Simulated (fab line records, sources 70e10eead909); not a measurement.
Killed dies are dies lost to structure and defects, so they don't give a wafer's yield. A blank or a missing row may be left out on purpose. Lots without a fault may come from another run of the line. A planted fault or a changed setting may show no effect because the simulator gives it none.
A struck lot beside a sound one | flow nand_harc | 15 steps out of a route of 1159
Sound: wafers L536.3, L536.4, L536.6. Struck: wafer L543.1. (L543.2 of the same lot was not struck and is left out.) The cause comes at the end.
At each step with rows: each side's tool, then ch and its chambers, then its first start. Under that, the readings that differ: sound wafers | struck wafers | difference of the means | sigmas: that difference in standard deviations of wafers without a fault.
alike: readings whose means differ by less than 2 such deviations, and words and numbers that are the same on both sides. not compared: withheld readings, readings that some wafer has no value for, bounds like >300 that may hide the same value, and numbers for which the record gives no deviation and whose values overlap.
The two part at a step that has a row with sigmas, a row that says differs or no value, or rows on one side only. Numbers that don't overlap but have no deviation are shown without sigmas and don't part them. A reading that every wafer of one side lacks parts them only if that side has two wafers or more.

NHARC_P_CONTACT_DESCUM_17: chemistry O2, time 3 s.
  sound on rie_diel-02 ch 0,2,3, day 7 04:04; struck on rie_diel-07 ch 0, day 9 06:51
  reading      | sound          | struck | difference | sigmas
  rf_vpp_V (V) | 58.5 59.7 58.7 | 56.9   | -2.1       | -2
  alike: drypump_motor_current_A, oes_product_au, showerhead_plenum_p_Torr, throttle_valve_pct
  not compared: rf_hours_counter_h
then, 2 steps without rows for these wafers: NHARC_P_CONTACT_ETCH_35 (etches the open film in CF4, target depth 39 nm, time 65 s); NHARC_P_CONTACT_ETCH_36 (etches the open film in N2/H2, target depth 260 nm, time 406.25 s).
NHARC_P_CONTACT_ETCH_18: etches the open film in C4F8/O2/Ar, target depth 481 nm, time 240.5 s.
  sound on rie_diel-02 ch 0,1,2; struck on rie_diel-07 ch 0
  alike: bias_w, oes_product_au, rf_vpp_V
  not compared: rf_hours_counter_h
then, 2 steps without rows for these wafers: NHARC_P_CONTACT_STRIP_37 (strips in C4F8/O2/Ar); NHARC_P_CONTACT_ETCH_31 (etches the open film in CH3F/O2, target depth 30 nm, time 85.7 s).
NHARC_P_CONTACT_CD_MEAS_19:
  sound on cd_sem-02, day 7 04:56; struck on cd_sem-02, day 9 07:43
  alike: cd_nm
NHARC_P_CONTACT_STRIP_28: strips in O2.
  sound on rie_diel-02 ch 1,3, day 7 05:00; struck on rie_diel-13 ch 0, day 9 07:49
  alike: drypump_motor_current_A, oes_product_au, rf_vpp_V, showerhead_plenum_p_Torr, throttle_valve_pct
  not compared: rf_hours_counter_h
then, 3 steps without rows for these wafers: NHARC_P_CONTACT_STRIP_29 (strips in post etch residue remover, time 1200 s); NHARC_P_CONTACT_DEGAS_38 (time 60 s); NHARC_P_CONTACT_PRE_CLEAN_39 (time 19.5 s).
NHARC_P_CONTACT_PVD_32: deposits Ti, target thk 5 nm, time 17.7 s.
  sound on pvd_sputter-02; struck on pvd_sputter-02
  alike: throttle_valve_pct
NHARC_P_CONTACT_ALD_22: deposits TiN, target thk 3 nm, pulse time 1 s, ald cycles 150.
  sound on ald_metal-02 ch 0,1, day 7 05:57; struck on ald_metal-04 ch 0, day 9 08:42
  reading    | sound       | struck | difference | sigmas
  ald_cycles | 150 150 150 | 145    | -5         |
  alike: heater_power_w, precursor_pulse_height_rel
  not compared: since_wet_clean_h
NHARC_P_CONTACT_CVD_23: deposits W, target thk 200 nm, time 557 s.
  sound on cvd_w-01 ch 0,1; struck on cvd_w-01 ch 1
  reading               | sound | struck | difference                   | sigmas
  since_wet_clean_h (h) | - - - | 84     | no value on the sound wafers |
  alike: heater_power_w, mfc_wf6_sccm, throttle_valve_pct
NHARC_END_SORT_01:
  the record has rows for the sound wafers here (prober-02 ch 0, day 21 07:28) and none for the struck ones

WHERE THEY PART
First at NHARC_P_CONTACT_DESCUM_17; last, within this record, at NHARC_END_SORT_01.

WHY: what the simulator had put in
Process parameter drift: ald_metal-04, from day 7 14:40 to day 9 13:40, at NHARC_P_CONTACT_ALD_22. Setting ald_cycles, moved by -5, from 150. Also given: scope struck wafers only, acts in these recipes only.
